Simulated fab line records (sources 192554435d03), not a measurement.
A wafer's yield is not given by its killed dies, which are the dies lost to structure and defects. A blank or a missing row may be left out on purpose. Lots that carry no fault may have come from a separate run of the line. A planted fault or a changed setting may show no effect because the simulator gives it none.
Code-filled problem report in 8D (eight disciplines) form | flow n5-finfet | the parts of the form that need people (team, actions taken, sign-off) are left out

## 1. THE ISSUE
bias-w at N5_PASSIVATION_ETCH_54 reads a mean of 192.9 W on 1 wafer of 1 lot; wafers without a fault read 170.0 W with a standard deviation of 0.54. Measured from the usual mean, that is +42 standard deviations.
The step: etches SiO2 in CHF3/O2, target depth 880 nm, time 440 s.
Seen first at day 16 09:28 on rie-diel-03, wafer L480.6. Wafers with a number at this step in the record: 15, from 5 lots. Rule for "out", or "out of limits": more than 4 standard deviations from the usual mean. Any other wafer with a number is counted as sound.

## 2. WHAT IT IS, WHAT IT ISN'T
question                    | is                | is not
which readings at this step | bias-w, rf-vpp-V  | drypump-motor-current-A, oes-product-au, showerhead-plenum-p-Torr, throttle-valve-pct
which lots                  | L480              | L468, L471, L474, L485
which wafers of those lots  | L480.6            | L480.1, L480.4
read on which tools         | rie-diel-03       | rie-diel-05, rie-diel-06
when                        | from day 16 09:28 | up to then (11 sound wafers); but 3 sound wafers of L485 came after

## 3. THE SUSPECTS, EACH WITH WHAT RULES IT OUT
Counting: any tool at a process step up to the reading remains a suspect provided it ran every lot that is out. Sound lots after the first of them don't rule it out here, since some wafers of a struck lot are sound.
- rie-diel-03 at N5_PASSIVATION_DESCUM_46 (chemistry O2, time 7.9 s): kept. It processed L480, the lot that is out, at day 16 09:13, and its most recent sound lot before then was L471 at day 13 13:36.
- rie-diel-03 at N5_PASSIVATION_PASS_ETCH_47 (etches SiNx in CF4/O2, target depth 770 nm, time 385 s): kept. It processed L480, the lot that is out, at day 16 09:14, and its most recent sound lot before then was L471 at day 13 13:38.
- rie-diel-03 at N5_PASSIVATION_ETCH_54 (etches SiO2 in CHF3/O2, target depth 880 nm, time 440 s): kept. It processed L480, the lot that is out, at day 16 09:28, and its most recent sound lot before then was L471 at day 13 13:52. On those wafers its own readings are out: bias-w, rf-vpp-V.
- In rie-diel-03 at N5_PASSIVATION_DESCUM_46, the wafers that are out were processed in chamber 1 and their sound lot-mates in chambers 0, 3.
- In rie-diel-03 at N5_PASSIVATION_PASS_ETCH_47, the wafers that are out were processed in chamber 1 and their sound lot-mates in chambers 0, 3.
- In rie-diel-03 at N5_PASSIVATION_ETCH_54, the wafers that are out were processed in chamber 1 and their sound lot-mates in chambers 0, 3.
Left after counting: rie-diel-03 at N5_PASSIVATION_DESCUM_46, rie-diel-03 at N5_PASSIVATION_PASS_ETCH_47, rie-diel-03 at N5_PASSIVATION_ETCH_54.

## 4. THE CAUSE (what the simulator had put in)
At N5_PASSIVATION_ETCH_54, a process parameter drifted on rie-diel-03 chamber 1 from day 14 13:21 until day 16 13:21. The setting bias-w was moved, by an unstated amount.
Counting leaves 3 suspects; this tool is one of them.

## 5. SEQUENCE OF EFFECTS, ordered by route
One row per reading whose mean, taken over the struck wafers that have a number, lies over 3 standard deviations from the usual. Readings are gone through only where the record gives a usual standard deviation; hours: the median, over the lots, of the time from a lot's start at the first step in this table giving one to that lot's start at this step; sigmas: the change measured in usual standard deviations.
hours | step                   | reading  | usual   | on struck wafers | change | sigmas
0     | N5_PASSIVATION_ETCH_54 | bias-w   | 170.0 W | 192.9            | +22.9  | +42
0     | N5_PASSIVATION_ETCH_54 | rf-vpp-V | 521 V   | 579              | +58    | +4.8
Its process steps:
- N5_PASSIVATION_ETCH_54: etches SiO2 in CHF3/O2, target depth 880 nm, time 440 s.

## 6. HOW IT WOULD HAVE BEEN CAUGHT EARLIER
The fault began at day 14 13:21; the first out-of-limits reading in this record came at day 16 09:28, 44 hours later.
